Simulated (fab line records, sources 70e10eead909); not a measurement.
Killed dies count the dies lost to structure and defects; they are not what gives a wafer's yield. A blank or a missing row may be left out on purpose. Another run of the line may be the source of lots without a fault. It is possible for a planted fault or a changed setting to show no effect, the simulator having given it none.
Which of the tools did it? || flow nandHarc || 72 wafers from 24 lots sampled at 6 of the route's 1159 steps

## WHAT THE GAUGES READ, wafer by wafer
NHARC_P_START_INSPECT_01.
{"lot": "L074", "measured": "day 1 12:02", "on": "defectInspect-02", "rawDefectCount": "6 2 2"}
{"lot": "L075", "measured": "day 1 18:02", "on": "defectInspect-02", "rawDefectCount": "1 5 0"}
{"lot": "L076", "measured": "day 2 00:02", "on": "defectInspect-02", "rawDefectCount": "7 3 2"}
{"lot": "L077", "measured": "day 2 06:02", "on": "defectInspect-02", "rawDefectCount": "3 0 0"}
{"lot": "L078", "measured": "day 2 12:02", "on": "defectInspect-02", "rawDefectCount": "3 2 6"}
{"lot": "L079", "measured": "day 2 18:02", "on": "defectInspect-01", "rawDefectCount": "2 4 2"}
{"lot": "L080", "measured": "day 3 00:03", "on": "defectInspect-02", "rawDefectCount": "7 4 5"}
{"lot": "L081", "measured": "day 3 06:02", "on": "defectInspect-02", "rawDefectCount": "3 5 5"}
{"lot": "L082", "measured": "day 3 12:02", "on": "defectInspect-02", "rawDefectCount": "6 3 2"}
{"lot": "L083", "measured": "day 3 18:02", "on": "defectInspect-01", "rawDefectCount": "1 1 3"}
{"lot": "L084", "measured": "day 4 00:02", "on": "defectInspect-02", "rawDefectCount": "3 6 2"}
{"lot": "L085", "measured": "day 4 06:02", "on": "defectInspect-01", "rawDefectCount": "0 5 5"}
{"lot": "L086", "measured": "day 4 12:02", "on": "defectInspect-02", "rawDefectCount": "5 5 0"}
{"lot": "L087", "measured": "day 4 18:02", "on": "defectInspect-02", "rawDefectCount": "0 4 4"}
{"lot": "L088", "measured": "day 5 00:02", "on": "defectInspect-01", "rawDefectCount": "2 3 0"}
{"lot": "L089", "measured": "day 5 06:02", "on": "defectInspect-02", "rawDefectCount": "5 5 3"}
{"lot": "L090", "measured": "day 5 12:02", "on": "defectInspect-02", "rawDefectCount": "3 2 6"}
{"lot": "L091", "measured": "day 5 18:02", "on": "defectInspect-02", "rawDefectCount": "3 3 3"}
{"lot": "L092", "measured": "day 6 00:02", "on": "defectInspect-01", "rawDefectCount": "4 2 2"}
{"lot": "L093", "measured": "day 6 06:02", "on": "defectInspect-01", "rawDefectCount": "2 5 3"}
{"lot": "L094", "measured": "day 6 12:02", "on": "defectInspect-02", "rawDefectCount": "0 2 6"}
{"lot": "L095", "measured": "day 6 18:02", "on": "defectInspect-01", "rawDefectCount": "4 1 6"}
{"lot": "L096", "measured": "day 7 00:02", "on": "defectInspect-02", "rawDefectCount": "3 4 4"}
{"lot": "L097", "measured": "day 7 06:02", "on": "defectInspect-02", "rawDefectCount": "6 5 3"}

NHARC_P_CONTACT_CD_MEAS_12 targets a cd of 90 nm.
{"lot": "L074", "measured": "day 5 17:07", "on": "cdSem-02", "cdNm (nm)": "90.3 90.5 88.9"}
{"lot": "L075", "measured": "day 5 16:50", "on": "cdSem-01", "cdNm (nm)": "91.8 90.5 89.4"}
{"lot": "L076", "measured": "day 6 05:19", "on": "cdSem-03", "cdNm (nm)": "89.3 89.9 90.2"}
{"lot": "L077", "measured": "day 6 05:49", "on": "cdSem-01", "cdNm (nm)": "90.5 90.4 89.7"}
{"lot": "L078", "measured": "day 6 13:27", "on": "cdSem-01", "cdNm (nm)": "90.9 91.3 91.4"}
{"lot": "L079", "measured": "day 6 18:38", "on": "cdSem-02", "cdNm (nm)": "90.6 90.8 90.6"}
{"lot": "L080", "measured": "day 7 03:52", "on": "cdSem-01", "cdNm (nm)": "91.2 90.6 89.1"}
{"lot": "L081", "measured": "day 7 05:43", "on": "cdSem-02", "cdNm (nm)": "89.8 89.8 89.3"}
{"lot": "L082", "measured": "day 7 13:29", "on": "cdSem-01", "cdNm (nm)": "91.2 90.9 90.9"}
{"lot": "L083", "measured": "day 7 20:07", "on": "cdSem-01", "cdNm (nm)": "90.4 90.5 90.1"}
{"lot": "L084", "measured": "day 8 04:14", "on": "cdSem-01", "cdNm (nm)": "90.0 89.8 90.1"}
{"lot": "L085", "measured": "day 8 17:42", "on": "cdSem-01", "cdNm (nm)": "89.9 90.3 90.2"}
{"lot": "L086", "measured": "day 8 20:43", "on": "cdSem-01", "cdNm (nm)": "91.1 90.1 89.5"}
{"lot": "L087", "measured": "day 8 16:10", "on": "cdSem-03", "cdNm (nm)": "89.9 89.8 89.5"}
{"lot": "L088", "measured": "day 9 00:28", "on": "cdSem-01", "cdNm (nm)": "90.0 89.5 90.1"}
{"lot": "L089", "measured": "day 9 08:30", "on": "cdSem-02", "cdNm (nm)": "89.9 90.8 90.6"}
{"lot": "L090", "measured": "day 9 13:26", "on": "cdSem-01", "cdNm (nm)": "88.8 89.5 89.3"}
{"lot": "L091", "measured": "day 10 00:23", "on": "cdSem-02", "cdNm (nm)": "89.0 89.9 90.2"}
{"lot": "L092", "measured": "day 10 02:07", "on": "cdSem-01", "cdNm (nm)": "91.2 91.5 91.9"}
{"lot": "L093", "measured": "day 10 06:32", "on": "cdSem-01", "cdNm (nm)": "90.1 88.9 89.7"}
{"lot": "L094", "measured": "day 10 12:19", "on": "cdSem-03", "cdNm (nm)": "89.2 89.4 89.0"}
{"lot": "L095", "measured": "day 10 13:12", "on": "cdSem-01", "cdNm (nm)": "91.6 90.0 90.0"}
{"lot": "L096", "measured": "day 11 05:13", "on": "cdSem-02", "cdNm (nm)": "91.0 91.1 89.7"}
{"lot": "L097", "measured": "day 11 11:54", "on": "cdSem-03", "cdNm (nm)": "89.0 88.8 89.2"}

NHARC_P_CONTACT_INSPECT_27.
{"lot": "L074", "measured": "day 5 22:22", "on": "defectInspect-02", "rawDefectCount": "157 208 198"}
{"lot": "L075", "measured": "day 5 21:47", "on": "defectInspect-02", "rawDefectCount": "188 259 307"}
{"lot": "L076", "measured": "day 6 08:54", "on": "defectInspect-01", "rawDefectCount": "347 141 212"}
{"lot": "L077", "measured": "day 6 09:42", "on": "defectInspect-01", "rawDefectCount": "343 295 162"}
{"lot": "L078", "measured": "day 6 19:21", "on": "defectInspect-02", "rawDefectCount": "169 256 199"}
{"lot": "L079", "measured": "day 7 01:34", "on": "defectInspect-02", "rawDefectCount": "306 212 420"}
{"lot": "L080", "measured": "day 7 07:10", "on": "defectInspect-01", "rawDefectCount": "237 330 386"}
{"lot": "L081", "measured": "day 7 10:23", "on": "defectInspect-01", "rawDefectCount": "316 179 280"}
{"lot": "L082", "measured": "day 7 19:07", "on": "defectInspect-01", "rawDefectCount": "221 325 280"}
{"lot": "L083", "measured": "day 7 23:32", "on": "defectInspect-02", "rawDefectCount": "256 292 555"}
{"lot": "L084", "measured": "day 8 17:06", "on": "defectInspect-02", "rawDefectCount": "701 178 224"}
{"lot": "L085", "measured": "day 8 21:45", "on": "defectInspect-01", "rawDefectCount": "254 217 383"}
{"lot": "L086", "measured": "day 9 03:14", "on": "defectInspect-01", "rawDefectCount": "201 409 370"}
{"lot": "L087", "measured": "day 8 20:23", "on": "defectInspect-01", "rawDefectCount": "460 294 404"}
{"lot": "L088", "measured": "day 9 04:57", "on": "defectInspect-02", "rawDefectCount": "162 227 189"}
{"lot": "L089", "measured": "day 9 11:48", "on": "defectInspect-01", "rawDefectCount": "88 170 235"}
{"lot": "L090", "measured": "day 10 00:16", "on": "defectInspect-01", "rawDefectCount": "377 185 258"}
{"lot": "L091", "measured": "day 10 03:50", "on": "defectInspect-02", "rawDefectCount": "268 241 332"}
{"lot": "L092", "measured": "day 10 06:23", "on": "defectInspect-01", "rawDefectCount": "493 250 227"}
{"lot": "L093", "measured": "day 10 09:50", "on": "defectInspect-01", "rawDefectCount": "403 257 278"}
{"lot": "L094", "measured": "day 10 18:19", "on": "defectInspect-02", "rawDefectCount": "431 261 238"}
{"lot": "L095", "measured": "day 10 18:25", "on": "defectInspect-02", "rawDefectCount": "230 325 241"}
{"lot": "L096", "measured": "day 11 08:29", "on": "defectInspect-01", "rawDefectCount": "362 344 211"}
{"lot": "L097", "measured": "day 11 18:20", "on": "defectInspect-01", "rawDefectCount": "286 241 196"}

## WHICH TOOL RAN EACH LOT (tool, then ch and the chambers of the sampled wafers, then the start)
{"lot": "L074", "NHARC_P_STI_ETCH_42": "rieDiel-05 ch 1,2,3, day 2 13:32", "NHARC_P_GATE_DEGAS_109": "pvdSputter-01, day 5 14:32", "NHARC_P_CONTACT_DEP_30": "pecvd-04 ch 0,1,2, day 5 15:36"}
{"lot": "L075", "NHARC_P_STI_ETCH_42": "rieDiel-03 ch 0,1,2, day 2 13:42", "NHARC_P_GATE_DEGAS_109": "pvdSputter-01, day 5 14:13", "NHARC_P_CONTACT_DEP_30": "pecvd-02 ch 0,2, day 5 15:19"}
{"lot": "L076", "NHARC_P_STI_ETCH_42": "rieDiel-05 ch 1,3, day 3 03:48", "NHARC_P_GATE_DEGAS_109": "pvdSputter-03, day 6 02:45", "NHARC_P_CONTACT_DEP_30": "pecvd-02 ch 0,1,2, day 6 03:47"}
{"lot": "L077", "NHARC_P_STI_ETCH_42": "rieDiel-03 ch 2,3, day 3 03:50", "NHARC_P_GATE_DEGAS_109": "pvdSputter-01, day 6 03:22", "NHARC_P_CONTACT_DEP_30": "pecvd-02 ch 1,2, day 6 04:26"}
{"lot": "L078", "NHARC_P_STI_ETCH_42": "rieDiel-03 ch 0,1,3, day 3 11:16", "NHARC_P_GATE_DEGAS_109": "pvdSputter-03, day 6 10:46", "NHARC_P_CONTACT_DEP_30": "pecvd-04 ch 0,2, day 6 11:50"}
{"lot": "L079", "NHARC_P_STI_ETCH_42": "rieDiel-11 ch 0,1,2, day 3 18:47", "NHARC_P_GATE_DEGAS_109": "pvdSputter-03, day 6 16:00", "NHARC_P_CONTACT_DEP_30": "pecvd-02 ch 1,2, day 6 17:17"}
{"lot": "L080", "NHARC_P_STI_ETCH_42": "rieDiel-03 ch 1,2,3, day 3 23:08", "NHARC_P_GATE_DEGAS_109": "pvdSputter-01, day 7 00:53", "NHARC_P_CONTACT_DEP_30": "pecvd-04 ch 0,2, day 7 02:08"}
{"lot": "L081", "NHARC_P_STI_ETCH_42": "rieDiel-11 ch 0,1,2, day 4 05:20", "NHARC_P_GATE_DEGAS_109": "pvdSputter-01, day 7 03:06", "NHARC_P_CONTACT_DEP_30": "pecvd-02 ch 0,1,2, day 7 04:10"}
{"lot": "L082", "NHARC_P_STI_ETCH_42": "rieDiel-11 ch 1,2,3, day 4 11:22", "NHARC_P_GATE_DEGAS_109": "pvdSputter-02, day 7 10:56", "NHARC_P_CONTACT_DEP_30": "pecvd-01 ch 0,1,2, day 7 11:57"}
{"lot": "L083", "NHARC_P_STI_ETCH_42": "rieDiel-05 ch 1,2,3, day 4 18:56", "NHARC_P_GATE_DEGAS_109": "pvdSputter-03, day 7 17:18", "NHARC_P_CONTACT_DEP_30": "pecvd-04 ch 2, day 7 18:23"}
{"lot": "L084", "NHARC_P_STI_ETCH_42": "rieDiel-05 ch 1,2,3, day 5 00:49", "NHARC_P_GATE_DEGAS_109": "pvdSputter-03, day 8 01:20", "NHARC_P_CONTACT_DEP_30": "pecvd-02 ch 1,2, day 8 02:32"}
{"lot": "L085", "NHARC_P_STI_ETCH_42": "rieDiel-05 ch 0,2,3, day 5 06:22", "NHARC_P_GATE_DEGAS_109": "pvdSputter-01, day 8 14:53", "NHARC_P_CONTACT_DEP_30": "pecvd-04 ch 0,1, day 8 16:01"}
{"lot": "L086", "NHARC_P_STI_ETCH_42": "rieDiel-05 ch 0,3, day 5 11:31", "NHARC_P_GATE_DEGAS_109": "pvdSputter-03, day 8 18:08", "NHARC_P_CONTACT_DEP_30": "pecvd-01 ch 0,2, day 8 19:12"}
{"lot": "L087", "NHARC_P_STI_ETCH_42": "rieDiel-05 ch 0,1,3, day 5 16:53", "NHARC_P_GATE_DEGAS_109": "pvdSputter-03, day 8 13:33", "NHARC_P_CONTACT_DEP_30": "pecvd-01 ch 0,1, day 8 14:35"}
{"lot": "L088", "NHARC_P_STI_ETCH_42": "rieDiel-05 ch 0,1,3, day 6 00:13", "NHARC_P_GATE_DEGAS_109": "pvdSputter-02, day 8 22:01", "NHARC_P_CONTACT_DEP_30": "pecvd-01 ch 0,1, day 8 23:05"}
{"lot": "L089", "NHARC_P_STI_ETCH_42": "rieDiel-03 ch 0,1,3, day 6 05:46", "NHARC_P_GATE_DEGAS_109": "pvdSputter-03, day 9 05:38", "NHARC_P_CONTACT_DEP_30": "pecvd-02 ch 0,1, day 9 07:06"}
{"lot": "L090", "NHARC_P_STI_ETCH_42": "rieDiel-03 ch 0,1,3, day 6 11:14", "NHARC_P_GATE_DEGAS_109": "pvdSputter-01, day 9 10:49", "NHARC_P_CONTACT_DEP_30": "pecvd-01 ch 0,2, day 9 12:02"}
{"lot": "L091", "NHARC_P_STI_ETCH_42": "rieDiel-11 ch 0,1,2, day 6 17:20", "NHARC_P_GATE_DEGAS_109": "pvdSputter-03, day 9 21:56", "NHARC_P_CONTACT_DEP_30": "pecvd-04 ch 0,1,2, day 9 23:00"}
{"lot": "L092", "NHARC_P_STI_ETCH_42": "rieDiel-11 ch 2,3, day 6 23:02", "NHARC_P_GATE_DEGAS_109": "pvdSputter-03, day 9 23:17", "NHARC_P_CONTACT_DEP_30": "pecvd-01 ch 0,1,2, day 10 00:38"}
{"lot": "L093", "NHARC_P_STI_ETCH_42": "rieDiel-05 ch 0,2,3, day 7 05:50", "NHARC_P_GATE_DEGAS_109": "pvdSputter-03, day 10 04:04", "NHARC_P_CONTACT_DEP_30": "pecvd-04 ch 0,1,2, day 10 05:05"}
{"lot": "L094", "NHARC_P_STI_ETCH_42": "rieDiel-05 ch 1,3, day 7 13:07", "NHARC_P_GATE_DEGAS_109": "pvdSputter-03, day 10 09:39", "NHARC_P_CONTACT_DEP_30": "pecvd-04 ch 1,2, day 10 10:56"}
{"lot": "L095", "NHARC_P_STI_ETCH_42": "rieDiel-11 ch 0,1,3, day 7 16:52", "NHARC_P_GATE_DEGAS_109": "pvdSputter-01, day 10 10:22", "NHARC_P_CONTACT_DEP_30": "pecvd-04 ch 0,1,2, day 10 11:42"}
{"lot": "L096", "NHARC_P_STI_ETCH_42": "rieDiel-03 ch 0,2, day 8 00:55", "NHARC_P_GATE_DEGAS_109": "pvdSputter-02, day 11 02:39", "NHARC_P_CONTACT_DEP_30": "pecvd-02 ch 0,1,2, day 11 03:40"}
{"lot": "L097", "NHARC_P_STI_ETCH_42": "rieDiel-05 ch 0,3, day 8 05:07", "NHARC_P_GATE_DEGAS_109": "pvdSputter-02, day 11 09:14", "NHARC_P_CONTACT_DEP_30": "pecvd-01 ch 0,1,2, day 11 10:21"}
- NHARC_P_STI_ETCH_42: etches the open film in N2/H2, target depth 80 nm, overetch 24 nm, time 61 s.
- NHARC_P_GATE_DEGAS_109: time 60 s.
- NHARC_P_CONTACT_DEP_30: deposits SiNx, target thk 30 nm.

## AS READ BY THE TOOLS THEMSELVES (means over the sampled wafers that have a number; for cases with no such wafer, the mark the record gives instead)
NHARC_P_STI_ETCH_42.
{"lot": "L074", "tool": "rieDiel-05", "drypumpMotorCurrentA (A)": 5.4, "oesProductAu (a.u.)": 1.001, "rfVppV (V)": 434.7, "showerheadPlenumPTorr (Torr)": 2.20, "throttleValvePct (%)": 14.169}
{"lot": "L075", "tool": "rieDiel-03", "drypumpMotorCurrentA (A)": 5.5, "oesProductAu (a.u.)": 0.993, "rfVppV (V)": 431.3, "showerheadPlenumPTorr (Torr)": 2.09, "throttleValvePct (%)": 14.166}
{"lot": "L076", "tool": "rieDiel-05", "drypumpMotorCurrentA (A)": 5.1, "oesProductAu (a.u.)": 1.000, "rfVppV (V)": 434.6, "showerheadPlenumPTorr (Torr)": 2.19, "throttleValvePct (%)": 14.176}
{"lot": "L077", "tool": "rieDiel-03", "drypumpMotorCurrentA (A)": 5.1, "oesProductAu (a.u.)": 1.015, "rfVppV (V)": 430.1, "showerheadPlenumPTorr (Torr)": 2.04, "throttleValvePct (%)": 14.172}
{"lot": "L078", "tool": "rieDiel-03", "drypumpMotorCurrentA (A)": 5.6, "oesProductAu (a.u.)": 0.996, "rfVppV (V)": 432.7, "showerheadPlenumPTorr (Torr)": 2.15, "throttleValvePct (%)": 14.171}
{"lot": "L079", "tool": "rieDiel-11", "drypumpMotorCurrentA (A)": 5.7, "oesProductAu (a.u.)": 1.012, "rfVppV (V)": 430.7, "showerheadPlenumPTorr (Torr)": 2.07, "throttleValvePct (%)": 14.158}
{"lot": "L080", "tool": "rieDiel-03", "drypumpMotorCurrentA (A)": 5.1, "oesProductAu (a.u.)": 1.008, "rfVppV (V)": 432.1, "showerheadPlenumPTorr (Torr)": 2.09, "throttleValvePct (%)": 14.169}
{"lot": "L081", "tool": "rieDiel-11", "drypumpMotorCurrentA (A)": 5.7, "oesProductAu (a.u.)": 1.003, "rfVppV (V)": 431.7, "showerheadPlenumPTorr (Torr)": 2.07, "throttleValvePct (%)": 14.161}
{"lot": "L082", "tool": "rieDiel-11", "drypumpMotorCurrentA (A)": 5.7, "oesProductAu (a.u.)": 1.005, "rfVppV (V)": 428.8, "showerheadPlenumPTorr (Torr)": 1.99, "throttleValvePct (%)": 14.171}
{"lot": "L083", "tool": "rieDiel-05", "drypumpMotorCurrentA (A)": 5.4, "oesProductAu (a.u.)": 0.996, "rfVppV (V)": 435.4, "showerheadPlenumPTorr (Torr)": 2.20, "throttleValvePct (%)": 14.165}
{"lot": "L084", "tool": "rieDiel-05", "drypumpMotorCurrentA (A)": 5.5, "oesProductAu (a.u.)": 0.995, "rfVppV (V)": 435.7, "showerheadPlenumPTorr (Torr)": 2.20, "throttleValvePct (%)": 14.169}
{"lot": "L085", "tool": "rieDiel-05", "drypumpMotorCurrentA (A)": 6.0, "oesProductAu (a.u.)": 1.003, "rfVppV (V)": 434.0, "showerheadPlenumPTorr (Torr)": 2.18, "throttleValvePct (%)": 14.174}
{"lot": "L086", "tool": "rieDiel-05", "drypumpMotorCurrentA (A)": 6.1, "oesProductAu (a.u.)": 1.001, "rfVppV (V)": 433.6, "showerheadPlenumPTorr (Torr)": 2.16, "throttleValvePct (%)": 14.166}
{"lot": "L087", "tool": "rieDiel-05", "drypumpMotorCurrentA (A)": 5.5, "oesProductAu (a.u.)": 0.988, "rfVppV (V)": 434.4, "showerheadPlenumPTorr (Torr)": 2.18, "throttleValvePct (%)": 14.179}
{"lot": "L088", "tool": "rieDiel-05", "drypumpMotorCurrentA (A)": 5.5, "oesProductAu (a.u.)": 0.999, "rfVppV (V)": 434.6, "showerheadPlenumPTorr (Torr)": 2.18, "throttleValvePct (%)": 14.164}
{"lot": "L089", "tool": "rieDiel-03", "drypumpMotorCurrentA (A)": 5.5, "oesProductAu (a.u.)": 0.993, "rfVppV (V)": 433.6, "showerheadPlenumPTorr (Torr)": 2.15, "throttleValvePct (%)": 14.171}
{"lot": "L090", "tool": "rieDiel-03", "drypumpMotorCurrentA (A)": 5.5, "oesProductAu (a.u.)": 0.995, "rfVppV (V)": 434.4, "showerheadPlenumPTorr (Torr)": 2.14, "throttleValvePct (%)": 14.163}
{"lot": "L091", "tool": "rieDiel-11", "drypumpMotorCurrentA (A)": 5.7, "oesProductAu (a.u.)": 1.008, "rfVppV (V)": 430.7, "showerheadPlenumPTorr (Torr)": 2.07, "throttleValvePct (%)": 14.165}
{"lot": "L092", "tool": "rieDiel-11", "drypumpMotorCurrentA (A)": 5.6, "oesProductAu (a.u.)": 1.001, "rfVppV (V)": 429.4, "showerheadPlenumPTorr (Torr)": 2.00, "throttleValvePct (%)": 14.169}
{"lot": "L093", "tool": "rieDiel-05", "drypumpMotorCurrentA (A)": 6.0, "oesProductAu (a.u.)": 0.996, "rfVppV (V)": 434.0, "showerheadPlenumPTorr (Torr)": 2.18, "throttleValvePct (%)": 14.161}
{"lot": "L094", "tool": "rieDiel-05", "drypumpMotorCurrentA (A)": 4.9, "oesProductAu (a.u.)": 1.003, "rfVppV (V)": 434.5, "showerheadPlenumPTorr (Torr)": 2.20, "throttleValvePct (%)": 14.170}
{"lot": "L095", "tool": "rieDiel-11", "drypumpMotorCurrentA (A)": 5.4, "oesProductAu (a.u.)": 1.004, "rfVppV (V)": 428.5, "showerheadPlenumPTorr (Torr)": 1.99, "throttleValvePct (%)": 14.167}
{"lot": "L096", "tool": "rieDiel-03", "drypumpMotorCurrentA (A)": 6.0, "oesProductAu (a.u.)": 0.992, "rfVppV (V)": 432.1, "showerheadPlenumPTorr (Torr)": 2.10, "throttleValvePct (%)": 14.180}
{"lot": "L097", "tool": "rieDiel-05", "drypumpMotorCurrentA (A)": 5.6, "oesProductAu (a.u.)": 1.001, "rfVppV (V)": 433.7, "showerheadPlenumPTorr (Torr)": 2.17, "throttleValvePct (%)": 14.172}

NHARC_P_GATE_DEGAS_109.
{"lot": "L074", "tool": "pvdSputter-01", "heaterPowerW (W)": 536}
{"lot": "L075", "tool": "pvdSputter-01", "heaterPowerW (W)": 477}
{"lot": "L076", "tool": "pvdSputter-03", "heaterPowerW (W)": 440}
{"lot": "L077", "tool": "pvdSputter-01", "heaterPowerW (W)": 486}
{"lot": "L078", "tool": "pvdSputter-03", "heaterPowerW (W)": 482}
{"lot": "L079", "tool": "pvdSputter-03", "heaterPowerW (W)": 475}
{"lot": "L080", "tool": "pvdSputter-01", "heaterPowerW (W)": 486}
{"lot": "L081", "tool": "pvdSputter-01", "heaterPowerW (W)": 520}
{"lot": "L082", "tool": "pvdSputter-02", "heaterPowerW (W)": 443}
{"lot": "L083", "tool": "pvdSputter-03", "heaterPowerW (W)": 413}
{"lot": "L084", "tool": "pvdSputter-03", "heaterPowerW (W)": 491}
{"lot": "L085", "tool": "pvdSputter-01", "heaterPowerW (W)": 481}
{"lot": "L086", "tool": "pvdSputter-03", "heaterPowerW (W)": 450}
{"lot": "L087", "tool": "pvdSputter-03", "heaterPowerW (W)": 444}
{"lot": "L088", "tool": "pvdSputter-02", "heaterPowerW (W)": 484}
{"lot": "L089", "tool": "pvdSputter-03", "heaterPowerW (W)": 505}
{"lot": "L090", "tool": "pvdSputter-01", "heaterPowerW (W)": 492}
{"lot": "L091", "tool": "pvdSputter-03", "heaterPowerW (W)": 452}
{"lot": "L092", "tool": "pvdSputter-03", "heaterPowerW (W)": 469}
{"lot": "L093", "tool": "pvdSputter-03", "heaterPowerW (W)": 460}
{"lot": "L094", "tool": "pvdSputter-03", "heaterPowerW (W)": 453}
{"lot": "L095", "tool": "pvdSputter-01", "heaterPowerW (W)": 513}
{"lot": "L096", "tool": "pvdSputter-02", "heaterPowerW (W)": 454}
{"lot": "L097", "tool": "pvdSputter-02", "heaterPowerW (W)": 465}

NHARC_P_CONTACT_DEP_30.
{"lot": "L074", "tool": "pecvd-04", "heaterPowerW (W)": 709}
{"lot": "L075", "tool": "pecvd-02", "heaterPowerW (W)": 722}
{"lot": "L076", "tool": "pecvd-02", "heaterPowerW (W)": 664}
{"lot": "L077", "tool": "pecvd-02", "heaterPowerW (W)": 633}
{"lot": "L078", "tool": "pecvd-04", "heaterPowerW (W)": 581}
{"lot": "L079", "tool": "pecvd-02", "heaterPowerW (W)": 728}
{"lot": "L080", "tool": "pecvd-04", "heaterPowerW (W)": 613}
{"lot": "L081", "tool": "pecvd-02", "heaterPowerW (W)": 674}
{"lot": "L082", "tool": "pecvd-01", "heaterPowerW (W)": 687}
{"lot": "L083", "tool": "pecvd-04", "heaterPowerW (W)": 588}
{"lot": "L084", "tool": "pecvd-02", "heaterPowerW (W)": 618}
{"lot": "L085", "tool": "pecvd-04", "heaterPowerW (W)": 773}
{"lot": "L086", "tool": "pecvd-01", "heaterPowerW (W)": 844}
{"lot": "L087", "tool": "pecvd-01", "heaterPowerW (W)": 638}
{"lot": "L088", "tool": "pecvd-01", "heaterPowerW (W)": 616}
{"lot": "L089", "tool": "pecvd-02", "heaterPowerW (W)": 792}
{"lot": "L090", "tool": "pecvd-01", "heaterPowerW (W)": 798}
{"lot": "L091", "tool": "pecvd-04", "heaterPowerW (W)": 685}
{"lot": "L092", "tool": "pecvd-01", "heaterPowerW (W)": 740}
{"lot": "L093", "tool": "pecvd-04", "heaterPowerW (W)": 674}
{"lot": "L094", "tool": "pecvd-04", "heaterPowerW (W)": 794}
{"lot": "L095", "tool": "pecvd-04", "heaterPowerW (W)": 748}
{"lot": "L096", "tool": "pecvd-02", "heaterPowerW (W)": 691}
{"lot": "L097", "tool": "pecvd-01", "heaterPowerW (W)": 728}

## THE ANSWER, worked out from the rows above alone
Rule: usual is defined by the lots themselves. The widest of any qualifying gaps counts: lots, ordered by their means at a reading, are off when they make up no more than a third of the lots, leave a main group of 4 or more, and stand apart from it by 3 or more times the standard deviation of that group's means. Not used: any main group whose means are identical at the precision the tables above print for the reading. Also off: a lot with no number at a reading for which 4 or more lots have one. Any other lot the step has rows for is counted as sound. Order of review: gauges by route order, followed by the tools' own readings, for which a lot's mean as printed above is used. At the first step where some lot is off, the reading lying furthest off is the one used; lots without a number count as furthest.
Across all readings shown, no lot is off: no conclusion can be drawn from this.

## WHAT HAD BEEN PUT IN BY THE SIMULATOR
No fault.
